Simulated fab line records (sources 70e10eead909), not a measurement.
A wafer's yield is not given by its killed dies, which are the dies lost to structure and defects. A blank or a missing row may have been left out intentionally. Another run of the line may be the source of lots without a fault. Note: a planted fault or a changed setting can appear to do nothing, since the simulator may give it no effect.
fab line records    flow nand-harc
record lots=24  wafers=72  last-day=33
route steps=1302 shown P_BONDPAD@351 A_CHANNEL_HOLE_D1@470
lots that met no fault: taken from a fault-free run of the same line
start-h: hours from the record's first day to the start of the lot's first wafer shown    wait-h: hours from the lot's prior step to this one    " the same as in the row above    L1.1+2: one row covering several wafers at once    - no value, or no start was given    * or withheld: withheld    < > ~ a bound
route shown NAME@n: names a module that has steps shown in the file, with the first one's number in the route    usual: average and standard deviation across the fault-free wafers    same: alike in all rows    chamber/n: place in a boat    sites: per-site readings    _std_site: their standard deviation    _edge_site: inner sites' mean taken away from outer sites' mean    radius-mm: for every site, how far away it sits from the centre of the wafer    mask NAME#n: copy n    behind: the most recent tool/chamber to have shaped the wafer    hold: cause of the lot's hold/its duration in hours/its outcome    device: the transistor (n, p or np) that didn't switch    end of line: tests of these same wafers at the route's end    a step without rows: its recipe alone    killed: the dies lost at the first sort to structure and to defects; this is not the yield of the wafer    map: shows each die of a wafer: x if killed, . if not, _ if none is there
set.NAME: the run value of the setting; set.NAME@STEP: its run value at that earlier step    model.NAME: the simulator's own value behind a step, which no gauge read
a sample of lots followed through the steps of the route, with each step as a table and each wafer as a row
services: the hour from which a tool's chamber was out of use, counted from the record's first day as start-h (under 0 if before that day), plus the number of hours and why
## steps
# step NHARC_P_BONDPAD_DEP_00
# recipe target-thk-a=2500  temp-c=370  target-thk-nm=250  pressure-torr=3  flow-sccm=200  rf-w=450  material=SiCN
# usual heater-power-w=616/110
lot.wafer  tool      chamber  start-h  wait-h  heater-power-w
L074.2     pecvd-04  2        129.49   -       475
L074.3     "         0        "        "       669
L074.6     "         2        "        "       476
L075.2     pecvd-04  1        -        -       644
L075.5     "         1        "        "       642
L075.6     "         0        "        "       655
L076.1     pecvd-04  1        150.52   -       612
L076.3     "         2        "        "       469
L076.4     "         0        "        "       647
L077.3     pecvd-04  0        160.30   -       632
L077.1     "         2        "        "       425
L077.4     "         0        "        "       644
L078.3     pecvd-03  1        173.31   -       781
L078.2     "         2        "        "       731
L078.6     "         1        "        "       772
L079.2     pecvd-03  0        182.98   -       528
L079.3     "         1        "        "       749
L079.6     "         1        "        "       753
L080.5     pecvd-01  1        197.78   -       662
L080.4     "         2        "        "       790
L080.6     "         0        "        "       574
L081.2     pecvd-04  1        204.72   -       607
L081.1     "         2        "        "       445
L081.6     "         2        "        "       452
L082.1     pecvd-03  1        219.44   -       796
L082.6     "         2        "        "       637
L082.4     "         1        "        "       790
L083.1     pecvd-04  2        231.73   -       442
L083.4     "         2        "        "       437
L083.6     "         2        "        "       449
L084.1     pecvd-03  0        239.88   -       521
L084.2     "         1        "        "       787
L084.6     "         0        "        "       511
L085.1     pecvd-01  0        -        -       542
L085.2     "         2        "        "       780
L085.6     "         1        "        "       642
L086.3     pecvd-04  1        254.93   -       610
L086.2     "         0        "        "       677
L086.5     "         2        "        "       423
L088.1     pecvd-04  0        283.35   -       668
L088.3     "         2        "        "       507
L088.4     "         1        "        "       565
L087.3     pecvd-01  2        283.45   -       823
L087.5     "         1        "        "       656
L087.4     "         0        "        "       598
L089.6     pecvd-01  1        285.10   -       619
L089.4     "         2        "        "       722
L089.5     "         0        "        "       520
L090.3     pecvd-04  1        293.63   -       660
L090.1     "         0        "        "       629
L090.6     "         2        "        "       394
L091.1     pecvd-03  1        302.48   -       714
L091.5     "         0        "        "       484
L091.4     "         1        "        "       728
L092.3     pecvd-03  2        317.81   -       794
L092.4     "         1        "        "       689
L092.6     "         0        "        "       518
L093.2     pecvd-01  0        329.57   -       456
L093.4     "         2        "        "       695
L093.5     "         1        "        "       635
L094.4     pecvd-01  0        -        -       482
L094.6     "         1        "        "       714
L094.5     "         2        "        "       730
L095.3     pecvd-01  0        342.38   -       445
L095.2     "         1        "        "       659
L095.4     "         0        "        "       445
L096.6     pecvd-04  0        358.66   -       643
L096.5     "         1        "        "       674
L096.4     "         2        "        "       501
L097.3     pecvd-01  1        -        -       627
L097.4     "         1        "        "       629
L097.5     "         2        "        "       687
# step NHARC_P_BONDPAD_CMP_32
# recipe target-thk-nm=200  material=SiCN
# usual motor-current-A=12.5/1.8  slurry-flow-ml-min=150.0/0.41
lot.wafer  tool    chamber  start-h  wait-h  motor-current-A  slurry-flow-ml-min
L074.3     cmp-03  0        129.89   -       13.9             149.5
L074.2     "       2        "        "       11.6             150.1
L074.6     "       1        "        "       14.9             150.1
L075.2     cmp-04  0        142.80   -       14.5             150.1
L075.5     "       1        "        "       13.0             150.3
L075.6     "       2        "        "       11.5             149.6
L076.3     cmp-03  3        150.90   -       10.9             150.3
L076.4     "       0        "        "       13.3             149.8
L076.1     "       1        "        "       16.2             149.5
L077.3     cmp-01  0        160.72   -       9.5              150.1
L077.1     "       2        "        "       10.4             150.6
L077.4     "       3        "        "       11.4             150.2
L078.2     cmp-03  3        173.76   -       10.5             149.9
L078.3     "       0        "        "       12.6             149.9
L078.6     "       1        "        "       15.6             149.5
L079.2     cmp-01  3        183.38   -       11.1             149.7
L079.3     "       2        "        "       10.9             149.6
L079.6     "       0        "        "       9.6              149.8
L080.4     cmp-04  2        198.05   -       12.2             149.3
L080.5     "       2        "        "       11.7             149.4
L080.6     "       3        "        "       11.0             150.4
L081.1     cmp-03  0        205.13   -       12.9             150.1
L081.2     "       3        "        "       10.2             149.4
L081.6     "       0        "        "       13.6             149.3
L082.4     cmp-04  0        219.78   -       14.0             150.0
L082.1     "       2        "        "       11.7             149.6
L082.6     "       3        "        "       11.5             150.3
L083.1     cmp-03  0        232.23   0.4     13.3             149.7
L083.4     "       1        "        "       15.7             150.5
L083.6     "       3        "        "       10.5             149.6
L084.1     cmp-04  2        240.24   -       11.6             149.7
L084.2     "       1        "        "       12.9             149.8
L084.6     "       3        "        "       11.5             149.6
L085.2     cmp-03  2        248.82   -       11.4             150.3
L085.1     "       3        "        "       10.6             150.0
L085.6     "       1        "        "       15.3             150.3
L086.3     cmp-04  3        255.36   -       10.9             150.4
L086.2     "       0        "        "       14.7             149.8
L086.5     "       2        "        "       12.0             149.6
L088.4     cmp-04  2        283.76   -       11.7             150.9
L088.3     "       0        "        "       14.2             149.9
L088.1     "       1        "        "       12.5             149.9
L087.4     cmp-03  3        283.84   -       10.8             150.3
L087.3     "       1        "        "       15.9             150.2
L087.5     "       3        "        "       11.0             150.3
L089.4     cmp-03  2        285.42   -       11.7             149.3
L089.6     "       0        "        "       13.1             150.1
L089.5     "       1        "        "       16.8             149.6
L090.3     cmp-03  2        294.04   -       11.7             149.6
L090.1     "       1        "        "       15.2             150.4
L090.6     "       2        "        "       11.4             149.5
L091.4     cmp-01  1        302.84   -       13.3             150.5
L091.1     "       2        "        "       10.5             149.8
L091.5     "       0        "        "       9.7              150.3
L092.3     cmp-04  0        318.17   -       14.5             150.5
L092.4     "       1        "        "       13.4             150.9
L092.6     "       0        "        "       13.3             150.7
L093.2     cmp-03  3        329.98   -       10.7             149.9
L093.4     "       0        "        "       13.5             149.7
L093.5     "       1        "        "       15.8             149.4
L094.4     cmp-04  2        339.60   -       11.9             149.9
L094.5     "       1        "        "       13.2             150.5
L094.6     "       2        "        "       12.0             149.8
L095.3     cmp-03  2        342.74   -       12.2             149.8
L095.4     "       0        "        "       13.6             149.8
L095.2     "       1        "        "       15.5             150.0
L096.4     cmp-04  3        358.96   -       11.3             149.7
L096.6     "       2        "        "       11.4             149.7
L096.5     "       3        "        "       11.5             150.1
L097.4     cmp-03  0        367.58   -       13.6             150.3
L097.3     "       1        "        "       15.3             150.8
L097.5     "       1        "        "       15.8             150.1
# step NHARC_P_BONDPAD_THK_MEAS_33
# recipe thk-meas-gauge=ellipsometry
# usual thk-nm=199.4/1.6
lot.wafer  tool           chamber  start-h  wait-h  thk-nm
L074.2     film-metro-02  -        130.15   0.2     198.3
L074.3     "              -        "        "       197.5
L074.6     "              -        "        "       198.9
L075.2     film-metro-02  -        142.98   0.2     199.5
L075.5     "              -        "        "       200.4
L075.6     "              -        "        "       199.7
L076.1     film-metro-01  -        151.13   0.1     201.0
L076.3     "              -        "        "       196.8
L076.4     "              -        "        "       199.1
L077.1     film-metro-01  -        160.97   0.2     201.4
L077.3     "              -        "        "       197.6
L077.4     "              -        "        "       199.5
L078.2     film-metro-01  -        173.96   0.2     202.2
L078.3     "              -        "        "       199.7
L078.6     "              -        "        "       198.6
L079.2     film-metro-02  -        183.64   0.2     198.7
L079.3     "              -        "        "       200.3
L079.6     "              -        "        "       199.0
L080.4     film-metro-01  -        198.30   0.2     202.8
L080.5     "              -        "        "       202.4
L080.6     "              -        "        "       200.5
L081.1     film-metro-01  -        205.38   0.2     199.3
L081.2     "              -        "        "       198.9
L081.6     "              -        "        "       198.4
L082.1     film-metro-01  -        220.00   0.2     200.5
L082.4     "              -        "        "       201.8
L082.6     "              -        "        "       198.7
L083.1     film-metro-02  -        232.46   0.2     197.8
L083.4     "              -        "        "       196.6
L083.6     "              -        "        "       196.8
L084.1     film-metro-01  -        240.49   0.2     201.4
L084.2     "              -        "        "       197.9
L084.6     "              -        "        "       198.8
L085.1     film-metro-02  -        249.02   0.1     197.4
L085.2     "              -        "        "       198.0
L085.6     "              -        "        "       197.6
L086.2     film-metro-02  -        255.59   0.2     201.3
L086.3     "              -        "        "       199.0
L086.5     "              -        "        "       199.2
L088.1     film-metro-02  -        284.00   0.1     196.8
L088.3     "              -        "        "       200.0
L088.4     "              -        "        "       200.4
L087.3     film-metro-01  -        284.07   0.2     201.0
L087.4     "              -        "        "       201.0
L087.5     "              -        "        "       199.8
L089.4     film-metro-01  -        285.63   0.2     199.2
L089.5     "              -        "        "       201.7
L089.6     "              -        "        "       200.6
L090.1     film-metro-01  -        294.28   0.1     198.9
L090.3     "              -        "        "       198.5
L090.6     "              -        "        "       200.7
L091.1     film-metro-01  -        303.04   0.1     201.6
L091.4     "              -        "        "       200.1
L091.5     "              -        "        "       200.1
L092.3     film-metro-01  -        318.42   0.2     200.3
L092.4     "              -        "        "       195.7
L092.6     "              -        "        "       199.7
L093.2     film-metro-01  -        330.18   0.2     200.6
L093.4     "              -        "        "       198.1
L093.5     "              -        "        "       198.3
L094.4     film-metro-02  -        339.82   0.2     200.3
L094.5     "              -        "        "       198.6
L094.6     "              -        "        "       204.0
L095.2     film-metro-02  -        342.99   0.1     198.4
L095.3     "              -        "        "       197.4
L095.4     "              -        "        "       199.7
L096.4     film-metro-01  -        359.18   0.2     198.0
L096.5     "              -        "        "       199.8
L096.6     "              -        "        "       199.8
L097.3     film-metro-02  -        367.83   0.2     198.3
L097.4     "              -        "        "       200.9
L097.5     "              -        "        "       201.9
# step NHARC_A_CHANNEL_HOLE_D1_CD_MEAS_18
# usual cd-nm=99.2/2.5
lot.wafer  tool       chamber  start-h  wait-h  cd-nm
L074.2     cd-sem-02  -        179.83   -       93.6
L074.3     "          -        "        "       102.4
L074.6     "          -        "        "       102.1
L075.2     cd-sem-03  -        189.42   -       97.8
L075.5     "          -        "        "       101.0
L075.6     "          -        "        "       93.8
L076.1     cd-sem-03  -        200.79   -       96.7
L076.3     "          -        "        "       97.4
L076.4     "          -        "        "       98.8
L077.1     cd-sem-02  -        211.90   -       98.4
L077.3     "          -        "        "       100.2
L077.4     "          -        "        "       100.2
L078.2     cd-sem-02  -        217.71   -       94.2
L078.3     "          -        "        "       96.1
L078.6     "          -        "        "       95.7
L079.2     cd-sem-03  -        229.37   -       98.3
L079.3     "          -        "        "       101.9
L079.6     "          -        "        "       98.4
L080.4     cd-sem-02  -        246.08   -       97.2
L080.5     "          -        "        "       96.4
L080.6     "          -        "        "       102.5
L081.1     cd-sem-02  -        248.73   -       97.7
L081.2     "          -        "        "       98.0
L081.6     "          -        "        "       99.1
L082.1     cd-sem-03  -        267.87   -       99.0
L082.4     "          -        "        "       103.0
L082.6     "          -        "        "       98.8
L083.1     cd-sem-03  -        277.98   -       100.2
L083.4     "          -        "        "       99.6
L083.6     "          -        "        "       97.5
L084.1     cd-sem-03  -        287.82   -       101.6
L084.2     "          -        "        "       97.5
L084.6     "          -        "        "       101.0
L085.1     cd-sem-02  -        294.55   -       99.7
L085.2     "          -        "        "       98.1
L085.6     "          -        "        "       100.6
L086.2     cd-sem-02  -        306.50   -       99.4
L086.3     "          -        "        "       101.8
L086.5     "          -        "        "       98.6
L087.3     cd-sem-02  -        330.23   -       99.5
L087.4     "          -        "        "       99.3
L087.5     "          -        "        "       97.3
L088.1     cd-sem-03  -        330.39   -       96.7
L088.3     "          -        "        "       95.6
L088.4     "          -        "        "       98.5
L089.4     cd-sem-02  -        332.00   -       98.1
L089.5     "          -        "        "       96.2
L089.6     "          -        "        "       103.7
L090.1     cd-sem-03  -        341.24   -       98.0
L090.3     "          -        "        "       101.7
L090.6     "          -        "        "       99.0
L091.1     cd-sem-02  -        359.02   -       96.0
L091.4     "          -        "        "       100.4
L091.5     "          -        "        "       94.3
L093.2     cd-sem-03  -        372.06   -       102.8
L093.4     "          -        "        "       100.3
L093.5     "          -        "        "       104.3
L092.3     cd-sem-01  -        372.33   -       95.5
L092.4     "          -        "        "       97.5
L092.6     "          -        "        "       95.8
L094.4     cd-sem-03  -        385.41   -       98.8
L094.5     "          -        "        "       99.0
L094.6     "          -        "        "       99.4
L095.2     cd-sem-02  -        387.43   -       100.9
L095.3     "          -        "        "       99.7
L095.4     "          -        "        "       104.9
L096.4     cd-sem-02  -        406.92   -       97.7
L096.5     "          -        "        "       100.9
L096.6     "          -        "        "       104.5
L097.3     cd-sem-03  -        418.93   -       104.4
L097.4     "          -        "        "       99.7
L097.5     "          -        "        "       102.6
# step NHARC_A_CHANNEL_HOLE_D1_ETCH_44
# recipe target-depth-a=1400  overetch-a=140  time-s=77  ion-energy-ev=100  cf4-flow-sccm=80  o2-flow-sccm=20  ar-flow-sccm=0  rf-w=300  bias-w=100  chemistry=CF4/O2
# usual drypump-motor-current-A=5.6/0.44  oes_ar_750_au=1.000/0.0045  oes_f_703_au=1.000/0.0043  oes-product-au=1.004/0.017  rf-vpp-V=197.4/1.4  showerhead-plenum-p-Torr=1.32/0.054  throttle-valve-pct=13.396/0.0094
lot.wafer  tool         chamber  start-h  wait-h  drypump-motor-current-A  oes_ar_750_au  oes_f_703_au  oes-product-au  rf-hours-counter-h  rf-vpp-V  showerhead-plenum-p-Torr  throttle-valve-pct
L074.2     rie-diel-02  0        184.65   0.1     5.1                      1.004          1.000         1.017           12                  195.6     1.25                      13.393
L074.3     "            2        "        "       5.9                      0.996          1.002         1.009           11                  195.3     1.28                      13.381
L074.6     "            0        "        "       5.1                      0.999          0.998         1.022           -                   196.0     1.25                      13.380
L075.2     rie-diel-02  3        194.23   0.1     5.4                      0.999          0.996         0.986           14                  197.2     1.36                      13.385
L075.6     "            2        "        "       5.9                      1.008          1.001         1.008           -                   197.4     1.28                      13.381
L075.5     "            3        "        "       5.4                      1.003          1.007         0.981           -                   197.8     1.36                      13.399
L076.3     rie-diel-12  2        205.60   0.1     5.1                      0.999          1.004         0.998           36                  195.7     1.36                      13.412
L076.1     "            0        "        "       6.2                      0.997          0.998         0.997           30                  197.2     1.30                      13.406
L076.4     "            1        "        "       5.4                      0.987          1.001         1.022           32                  196.6     1.24                      13.404
L077.3     rie-diel-13  2        216.70   0.1     5.7                      0.993          0.998         1.010           12                  195.7     1.25                      13.393
L077.1     "            0        "        "       4.7                      0.998          1.004         1.004           14                  200.9     1.40                      13.393
L077.4     "            1        "        "       6.2                      1.009          1.005         0.980           11                  196.9     1.29                      13.402
L078.2     rie-diel-13  2        222.91   0.1     5.7                      0.995          0.994         1.006           13                  195.7     1.25                      13.394
L078.3     "            0        "        "       4.7                      0.999          0.997         1.014           16                  199.3     1.40                      13.392
L078.6     "            1        "        "       6.2                      0.995          0.992         0.981           -                   196.6     1.29                      13.384
L079.2     rie-diel-02  3        234.20   0.1     5.4                      1.002          0.999         0.983           1                   197.0     1.36                      13.407
L079.3     "            0        "        "       5.1                      0.999          1.000         1.007           1                   197.6     1.25                      13.404
L079.6     "            2        "        "       5.9                      0.996          1.001         0.982           -                   197.3     1.28                      13.397
L080.5     rie-diel-13  0        250.92   0.1     4.7                      0.998          0.996         1.022           -                   198.8     1.39                      13.401
L080.6     "            1        "        "       6.2                      0.999          1.000         0.994           -                   196.0     1.29                      13.396
L080.4     "            2        "        "       5.7                      0.999          1.003         1.010           -                   194.7     1.25                      13.394
L081.1     rie-diel-02  0        253.53   0.0     5.1                      0.997          1.004         1.014           3                   197.5     1.25                      13.413
L081.2     "            3        "        "       5.4                      0.996          1.000         0.986           3                   199.1     1.36                      13.402
L081.6     "            1        "        "       5.5                      1.004          1.004         1.021           -                   200.1     1.39                      13.397
L082.4     rie-diel-02  0        273.39   0.1     5.1                      1.005          1.000         1.008           5                   196.9     1.25                      13.395
L082.1     "            2        "        "       5.9                      1.003          1.003         0.979           4                   196.0     1.28                      13.387
L082.6     "            0        "        "       5.1                      1.000          0.996         1.006           -                   196.5     1.25                      13.403
L083.4     rie-diel-02  1        289.30   0.1     5.5                      0.994          0.998         1.021           7                   198.4     1.39                      13.411
L083.1     "            3        "        "       5.4                      1.002          1.006         1.000           6                   198.5     1.36                      13.398
L083.6     "            2        "        "       5.9                      1.014          1.003         0.982           -                   197.5     1.28                      13.418
L084.1     rie-diel-02  2        292.64   0.1     5.9                      1.002          1.001         0.976           6                   195.8     1.28                      13.404
L084.2     "            1        "        "       5.5                      0.995          1.000         1.026           7                   199.9     1.39                      13.403
L084.6     "            2        "        "       5.9                      0.996          0.994         0.980           -                   196.8     1.28                      13.412
L085.2     rie-diel-12  3        306.18   0.1     6.1                      1.006          1.001         1.014           6                   198.2     1.36                      13.399
L085.1     "            1        "        "       5.4                      0.999          1.000         1.007           7                   195.4     1.24                      13.396
L085.6     "            0        "        "       6.2                      0.999          0.997         1.000           -                   198.5     1.30                      13.403
L086.2     rie-diel-02  2        315.44   0.1     5.9                      1.001          0.998         0.986           7                   195.3     1.28                      13.388
L086.3     "            0        "        "       5.1                      1.006          0.995         1.020           8                   195.5     1.25                      13.409
L086.5     "            3        "        "       5.4                      1.002          1.001         0.992           -                   197.9     1.36                      13.408
L087.4     rie-diel-13  2        335.08   0.1     5.7                      1.000          1.009         1.028           45                  194.9     1.24                      13.394
L087.3     "            3        "        "       5.8                      0.998          0.999         1.015           51                  197.0     1.32                      13.393
L087.5     "            0        "        "       4.7                      1.001          0.995         1.010           -                   198.7     1.39                      13.387
L088.3     rie-diel-02  0        335.92   0.1     5.1                      1.006          0.997         1.018           10                  195.8     1.25                      13.373
L088.4     "            1        "        "       5.5                      1.001          1.000         1.031           9                   198.8     1.39                      13.400
L088.1     "            2        "        "       5.9                      0.995          0.998         0.993           9                   195.7     1.28                      13.409
L089.4     rie-diel-02  1        339.20   0.1     5.5                      1.000          0.998         1.032           9                   199.4     1.39                      13.393
L089.6     "            3        "        "       5.3                      0.999          0.999         1.014           -                   197.5     1.36                      13.404
L089.5     "            0        "        "       5.1                      0.996          0.998         1.028           -                   195.4     1.25                      13.390
L090.1     rie-diel-02  1        346.05   0.1     5.5                      1.004          1.005         1.037           10                  198.8     1.39                      13.386
L090.3     "            2        "        "       6.0                      1.000          1.005         0.988           10                  197.5     1.28                      13.390
L090.6     "            0        "        "       5.1                      1.006          1.001         1.026           -                   195.3     1.25                      13.379
L091.1     rie-diel-02  2        364.30   0.1     5.9                      1.007          1.000         0.982           11                  195.5     1.28                      13.387
L091.4     "            1        "        "       5.5                      0.997          0.999         1.015           12                  198.1     1.39                      13.382
L091.5     "            2        "        "       5.9                      0.996          1.002         0.972           -                   196.0     1.28                      13.409
L093.2     rie-diel-02  3        376.87   0.1     5.4                      0.998          0.993         1.001           14                  197.9     1.36                      13.388
L093.4     "            2        "        "       5.9                      1.001          1.002         0.978           13                  196.7     1.28                      13.403
L093.5     "            3        "        "       5.4                      0.998          0.997         0.997           -                   197.9     1.36                      13.410
L092.3     rie-diel-12  0        377.24   0.1     6.2                      0.991          0.998         0.990           31                  197.6     1.29                      13.403
L092.4     "            1        "        "       5.4                      0.993          0.997         1.006           31                  195.8     1.23                      13.394
L092.6     "            0        "        "       6.2                      0.996          0.998         0.988           -                   196.3     1.29                      13.393
L094.4     rie-diel-12  1        390.26   0.1     5.4                      0.997          0.997         1.001           34                  195.9     1.23                      13.385
L094.5     "            2        "        "       5.1                      0.993          1.000         0.980           -                   199.9     1.35                      13.394
L094.6     "            3        "        "       6.1                      1.002          1.002         0.992           -                   197.1     1.36                      13.390
L095.2     rie-diel-13  1        394.68   0.1     6.2                      1.002          0.997         1.009           15                  196.6     1.28                      13.408
L095.3     "            3        "        "       5.9                      0.997          1.004         1.040           14                  196.4     1.31                      13.388
L095.4     "            3        "        "       5.9                      0.999          1.004         1.042           -                   196.6     1.31                      13.382
L096.4     rie-diel-13  2        411.71   0.1     5.7                      1.002          0.995         1.008           15                  195.0     1.24                      13.410
L096.5     "            2        "        "       5.7                      1.002          1.011         1.006           -                   195.5     1.24                      13.405
L096.6     "            3        "        "       5.8                      0.999          0.995         1.052           -                   196.3     1.31                      13.392
L097.3     rie-diel-12  3        423.95   0.1     6.1                      1.000          1.000         0.998           46                  199.5     1.35                      13.404
L097.4     "            1        "        "       5.4                      1.004          0.989         1.014           43                  196.4     1.23                      13.391
L097.5     "            3        "        "       6.1                      0.998          1.008         1.002           -                   199.7     1.35                      13.397
# step NHARC_A_CHANNEL_HOLE_D1_INSPECT_40
# usual raw-defect-count=72/26
lot.wafer  tool               chamber  start-h  wait-h  raw-defect-count
L074.2     defect-inspect-01  -        185.63   -       43
L074.3     "                  -        "        "       29
L074.6     "                  -        "        "       30
L075.2     defect-inspect-02  -        195.22   -       102
L075.5     "                  -        "        "       78
L075.6     "                  -        "        "       76
L076.1     defect-inspect-01  -        206.57   -       48
L076.3     "                  -        "        "       48
L076.4     "                  -        "        "       42
L077.1     defect-inspect-01  -        217.70   -       93
L077.3     "                  -        "        "       85
L077.4     "                  -        "        "       98
L078.2     defect-inspect-01  -        223.93   -       79
L078.3     "                  -        "        "       115
L078.6     "                  -        "        "       98
L079.2     defect-inspect-02  -        235.17   -       91
L079.3     "                  -        "        "       102
L079.6     "                  -        "        "       135
L080.4     defect-inspect-01  -        252.00   -       94
L080.5     "                  -        "        "       113
L080.6     "                  -        "        "       83
L081.1     defect-inspect-01  -        254.52   -       50
L081.2     "                  -        "        "       59
L081.6     "                  -        "        "       34
L082.1     defect-inspect-02  -        274.39   -       38
L082.4     "                  -        "        "       40
L082.6     "                  -        "        "       43
L083.1     defect-inspect-02  -        290.28   -       98
L083.4     "                  -        "        "       89
L083.6     "                  -        "        "       78
L084.1     defect-inspect-02  -        293.63   -       53
L084.2     "                  -        "        "       78
L084.6     "                  -        "        "       65
L085.1     defect-inspect-02  -        307.16   -       106
L085.2     "                  -        "        "       90
L085.6     "                  -        "        "       99
L086.2     defect-inspect-01  -        316.42   -       82
L086.3     "                  -        "        "       79
L086.5     "                  -        "        "       97
L087.3     defect-inspect-01  -        336.08   -       61
L087.4     "                  -        "        "       80
L087.5     "                  -        "        "       56
L088.1     defect-inspect-02  -        336.91   -       107
L088.3     "                  -        "        "       93
L088.4     "                  -        "        "       79
L089.4     defect-inspect-02  -        340.17   -       57
L089.5     "                  -        "        "       39
L089.6     "                  -        "        "       50
L090.1     defect-inspect-02  -        347.04   -       86
L090.3     "                  -        "        "       114
L090.6     "                  -        "        "       86
L091.1     defect-inspect-02  -        365.29   -       64
L091.4     "                  -        "        "       52
L091.5     "                  -        "        "       50
L093.2     defect-inspect-02  -        377.85   -       103
L093.4     "                  -        "        "       81
L093.5     "                  -        "        "       84
L092.3     defect-inspect-02  -        378.26   -       52
L092.4     "                  -        "        "       54
L092.6     "                  -        "        "       44
L094.4     defect-inspect-01  -        391.21   -       53
L094.5     "                  -        "        "       47
L094.6     "                  -        "        "       79
L095.2     defect-inspect-02  -        396.01   -       62
L095.3     "                  -        "        "       59
L095.4     "                  -        "        "       72
L096.4     defect-inspect-02  -        412.68   -       26
L096.5     "                  -        "        "       41
L096.6     "                  -        "        "       49
L097.3     defect-inspect-02  -        424.94   -       63
L097.4     "                  -        "        "       60
L097.5     "                  -        "        "       57
## services
tool         chamber  start-h  hours  kind
cmp-04       -        111.00   4.0    pm
cmp-03       -        120.65   0.5    repair
pecvd-01     -        130.10   13.0   pm
rie-diel-02  -        137.15   0.5    repair
cmp-03       -        162.00   4.0    pm
rie-diel-02  2        180.62   1.3    repair
cmp-04       -        184.92   1.4    repair
cmp-04       -        204.59   2.1    repair
cmp-04       -        209.00   4.0    pm
rie-diel-02  -        216.70   9.0    pm
pecvd-04     1        226.76   5.5    repair
cmp-03       -        260.00   4.0    pm
pecvd-04     -        269.20   13.0   pm
cmp-04       -        287.82   2.2    repair
cmp-04       -        304.13   9.1    repair
cmp-04       -        313.27   4.0    pm
cmp-03       -        358.00   4.0    pm
cmp-04       -        369.61   1.1    repair
rie-diel-02  -        393.70   9.0    pm
cmp-04       -        396.61   2.6    repair
pecvd-04     1        397.58   13.9   repair
cmp-03       -        401.69   9.2    repair
rie-diel-02  0        404.34   6.9    repair
cmp-04       -        411.27   4.0    pm
## key
fault none
